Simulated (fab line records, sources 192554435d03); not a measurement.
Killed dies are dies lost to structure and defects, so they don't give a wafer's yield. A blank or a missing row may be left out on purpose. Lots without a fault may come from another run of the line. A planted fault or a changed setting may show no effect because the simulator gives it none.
Which tool did it? | flow n5_finfet | 11 lots, 32 wafers sampled, at 4 steps of a route of 1938

WHAT THE GAUGES READ, wafer by wafer
The record holds no reading of a measuring or inspecting step that can be judged against a usual standard deviation.

WHICH TOOL RAN EACH LOT (tool, then ch and the chambers of the sampled wafers, then the start)
lot  | N5_PMOS_HMC_CHANNEL_EPI_DESCUM_14 | N5_PMOS_HMC_CHANNEL_EPI_ETCH_32   | N5_FIN_SAQP_ALD_61               | N5_FIN_SAQP_PECVD_48
L540 | rie_diel-05 ch 0,2,3, day 1 17:47 | rie_diel-05 ch 0,2,3, day 1 17:50 | ald_sin-04 ch 0,1, day 1 21:04   | pecvd-03 ch 0,1, day 1 21:38
L541 | rie_diel-05 ch 0,1,3, day 2 00:08 | rie_diel-05 ch 0,1,3, day 2 00:10 | ald_sin-02 ch 0,1,3, day 2 03:19 | pecvd-04 ch 0,1,2, day 2 03:59
L542 | rie_diel-01 ch 0,2, day 2 05:36   | rie_diel-01 ch 0,2, day 2 05:38   | ald_sin-03 ch 0,2, day 2 09:24   | pecvd-04 ch 0,2, day 2 10:06
L546 | rie_diel-04 ch 0,2, day 3 04:58   | rie_diel-04 ch 0,2, day 3 05:00   | ald_sin-02 ch 2,3, day 3 09:16   | pecvd-04 ch 0, day 3 09:53
L548 | rie_diel-04 ch 0,2,3, day 3 17:50 | rie_diel-04 ch 0,2,3, day 3 17:52 | ald_sin-02 ch 1,2, day 3 21:28   | pecvd-04 ch 0,1,2, day 3 22:14
L550 | rie_diel-05 ch 1, day 4 05:58     | rie_diel-05 ch 1, day 4 06:00     | ald_sin-04 ch 0,1, day 4 10:34   | pecvd-04 ch 0, day 4 11:09
L551 | rie_diel-04 ch 0,1,3, day 4 11:29 | rie_diel-04 ch 0,1,3, day 4 11:31 | ald_sin-03 ch 0,2,3, day 4 15:09 | pecvd-01 ch 0,1,2, day 4 15:44
L553 | rie_diel-01 ch 0,1,2, day 5 00:26 | rie_diel-01 ch 0,1,2, day 5 00:28 | ald_sin-04 ch 1,2,3, day 5 05:58 | pecvd-03 ch 0,1,2, day 5 06:37
L554 | rie_diel-05 ch 0,1,3, day 5 05:37 | rie_diel-05 ch 0,1,3, day 5 05:40 | ald_sin-04 ch 1,2,3, day 5 09:56 | pecvd-03 ch 0,1, day 5 10:32
L560 | rie_diel-04 ch 1,3, day 6 17:28   | rie_diel-04 ch 1,3, day 6 17:30   | ald_sin-02 ch 1,2, day 6 20:21   | pecvd-01 ch 0,1, day 6 21:05
L561 | rie_diel-01 ch 1,2,3, day 7 00:09 | rie_diel-01 ch 1,2,3, day 7 00:11 | ald_sin-03 ch 0,2,3, day 7 03:34 | pecvd-03 ch 0,1,2, day 7 04:09
- N5_PMOS_HMC_CHANNEL_EPI_DESCUM_14: chemistry O2, time 7.9 s.
- N5_PMOS_HMC_CHANNEL_EPI_ETCH_32: etches BARC in N2/H2, stops on SiO2, target depth 85.8 nm, time 50.3 s.
- N5_FIN_SAQP_ALD_61: deposits SiO2, target thk 4 nm, pulse time 1 s, purge time 2 s.
- N5_FIN_SAQP_PECVD_48: deposits SiNx from SiH4/NH3/N2, target thk 25 nm, time 22.1 s.

WHAT THE TOOLS THEMSELVES READ (means of the sampled wafers that have a number; where no wafer has one, the mark that the record gives instead)
N5_PMOS_HMC_CHANNEL_EPI_DESCUM_14. Usual: chamber_pressure_mTorr 20.003 mTorr, standard deviation 0.019; drypump_motor_current_A 5.6 A, standard deviation 0.38; oes_product_au 0.77 a.u., standard deviation 0.091; rf_fwd_power_W 49.26 W, standard deviation 0.25; rf_vpp_V 243.9 V, standard deviation 1.2; showerhead_plenum_p_Torr 2.14 Torr, standard deviation 0.044; throttle_valve_pct 20.34 %, standard deviation 0.26.
lot  | tool        | chamber_pressure_mTorr (mTorr) | drypump_motor_current_A (A) | oes_product_au (a.u.) | rf_fwd_power_W (W) | rf_vpp_V (V) | showerhead_plenum_p_Torr (Torr) | throttle_valve_pct (%) | flag
L540 | rie_diel-05 | 20.009                         | 5.5                         | 0.72                  | 49.14              | 244.1        | 2.16                            | 20.23                  |
L541 | rie_diel-05 | 19.995                         | 5.5                         | 0.71                  | 49.27              | 243.9        | 2.16                            | 20.30                  |
L542 | rie_diel-01 | 20.002                         | 5.7                         | 0.70                  | 49.34              | 242.7        | 2.08                            | 20.89                  |
L546 | rie_diel-04 | 20.013                         | 5.8                         | 0.73                  | 49.62              | 244.6        | 2.16                            | 20.54                  |
L548 | rie_diel-04 | 20.025                         | 5.8                         | 0.79                  | 49.48              | 243.5        | 2.15                            | 20.34                  |
L550 | rie_diel-05 | 20.018                         | 5.6                         | 0.95                  | 49.32              | 244.2        | 2.15                            | 20.19                  |
L551 | rie_diel-04 | 20.010                         | 5.5                         | 0.81                  | 49.40              | 244.3        | 2.16                            | 20.11                  |
L553 | rie_diel-01 | 20.020                         | 5.7                         | 0.85                  | 49.27              | 243.7        | 2.13                            | 20.53                  |
L554 | rie_diel-05 | 20.003                         | 5.5                         | 0.79                  | 49.25              | 243.9        | 2.15                            | 20.19                  |
L560 | rie_diel-04 | 19.990                         | 5.7                         | 0.82                  | 49.08              | 242.8        | 2.14                            | 20.09                  |
L561 | rie_diel-01 | 19.994                         | 5.9                         | 0.81                  | 49.22              | 243.5        | 2.12                            | 20.52                  |

N5_PMOS_HMC_CHANNEL_EPI_ETCH_32. Usual: chamber_pressure_mTorr 29.999 mTorr, standard deviation 0.029; drypump_motor_current_A 5.6 A, standard deviation 0.38; oes_product_au 0.66 a.u., standard deviation 0.072; rf_fwd_power_W 829 W, standard deviation 3.6; rf_vpp_V 525.5 V, standard deviation 1.8; showerhead_plenum_p_Torr 2.60 Torr, standard deviation 0.064; throttle_valve_pct 17.76 %, standard deviation 0.24.
lot  | tool        | chamber_pressure_mTorr (mTorr) | drypump_motor_current_A (A) | oes_product_au (a.u.) | rf_fwd_power_W (W) | rf_vpp_V (V) | showerhead_plenum_p_Torr (Torr) | throttle_valve_pct (%) | flag
L540 | rie_diel-05 | 30.030                         | 5.5                         | 0.62                  | 826                | 525.1        | 2.61                            | 17.67                  |
L541 | rie_diel-05 | 29.989                         | 5.5                         | 0.62                  | 830                | 525.5        | 2.62                            | 17.73                  |
L542 | rie_diel-01 | 29.999                         | 5.7                         | 0.60                  | 831                | 522.5        | 2.50                            | 18.10                  |
L546 | rie_diel-04 | 29.983                         | 5.8                         | 0.62                  | 833                | 527.1        | 2.62                            | 17.93                  |
L548 | rie_diel-04 | 29.999                         | 5.8                         | 0.65                  | 834                | 526.2        | 2.60                            | 17.63                  |
L550 | rie_diel-05 | 29.980                         | 5.6                         | 0.80                  | 830                | 526.1        | 2.60                            | 17.66                  |
L551 | rie_diel-04 | 30.004                         | 5.5                         | 0.67                  | 831                | 526.3        | 2.62                            | 17.51                  |
L553 | rie_diel-01 | 29.988                         | 5.7                         | 0.72                  | 828                | 525.4        | 2.57                            | 17.83                  |
L554 | rie_diel-05 | 30.010                         | 5.5                         | 0.67                  | 828                | 526.3        | 2.61                            | 17.63                  |
L560 | rie_diel-04 | 29.987                         | 5.7                         | 0.68                  | 831                | 525.9        | 2.58                            | 17.38                  |
L561 | rie_diel-01 | 29.997                         | 5.9                         | 0.70                  | 831                | 525.0        | 2.56                            | 17.92                  |

N5_FIN_SAQP_ALD_61. Usual: heater_power_w 476 W, standard deviation 49; precursor_pulse_height_rel 1.002, standard deviation 0.019.
lot  | tool       | heater_power_w (W) | precursor_pulse_height_rel | flag
L540 | ald_sin-04 | 458                | 1.002                      |
L541 | ald_sin-02 | 497                | 0.997                      |
L542 | ald_sin-03 | 462                | 1.001                      |
L546 | ald_sin-02 | 547                | 0.998                      |
L548 | ald_sin-02 | 456                | 0.986                      |
L550 | ald_sin-04 | 459                | 0.976                      |
L551 | ald_sin-03 | 473                | 0.997                      |
L553 | ald_sin-04 | 464                | 1.021                      |
L554 | ald_sin-04 | 467                | 0.997                      |
L560 | ald_sin-02 | 440                | 1.033                      |
L561 | ald_sin-03 | 475                | 0.996                      |

N5_FIN_SAQP_PECVD_48. Usual: heater_power_w 766 W, standard deviation 95; rf_fwd_power_W 296.3 W, standard deviation 1.4; showerhead_plenum_p_Torr 5.19 Torr, standard deviation 0.05; throttle_valve_pct 40.9 %, standard deviation 2.
lot  | tool     | heater_power_w (W) | rf_fwd_power_W (W) | showerhead_plenum_p_Torr (Torr) | throttle_valve_pct (%) | flag
L540 | pecvd-03 | 692                | 296.4              | 5.18                            | 41.8                   |
L541 | pecvd-04 | 801                | 297.1              | 5.20                            | 39.2                   |
L542 | pecvd-04 | 821                | 297.4              | 5.19                            | 37.7                   |
L546 | pecvd-04 | 931                | 297.7              | 5.19                            | 39.5                   |
L548 | pecvd-04 | 786                | 297.1              | 5.19                            | 39.4                   |
L550 | pecvd-04 | 920                | 298.4              | 5.17                            | 39.6                   |
L551 | pecvd-01 | 799                | 295.8              | 5.23                            | 41.8                   |
L553 | pecvd-03 | 754                | 296.5              | 5.15                            | 41.2                   |
L554 | pecvd-03 | 775                | 296.3              | 5.15                            | 40.5                   |
L560 | pecvd-01 | 790                | 294.4              | 5.24                            | 41.3                   |
L561 | pecvd-03 | 741                | 296.8              | 5.16                            | 41.1                   |

THE ANSWER, worked out from the rows above alone
Rule: a lot is off if the mean of its wafers that have a number lies more than 3 standard deviations from the usual mean. A lot without any number at a reading at which 4 lots or more have one is off too. The other lots that the step has rows for count as sound. The gauges are gone through in route order, then the tools' own readings, and for those a lot's mean is taken as printed above. The first step at which some lot is off is used, and at that step the reading that is off furthest; a lot without a number counts as furthest.
No lot is off at any reading shown: from this, nothing can be told.

WHAT THE SIMULATOR HAD PUT IN
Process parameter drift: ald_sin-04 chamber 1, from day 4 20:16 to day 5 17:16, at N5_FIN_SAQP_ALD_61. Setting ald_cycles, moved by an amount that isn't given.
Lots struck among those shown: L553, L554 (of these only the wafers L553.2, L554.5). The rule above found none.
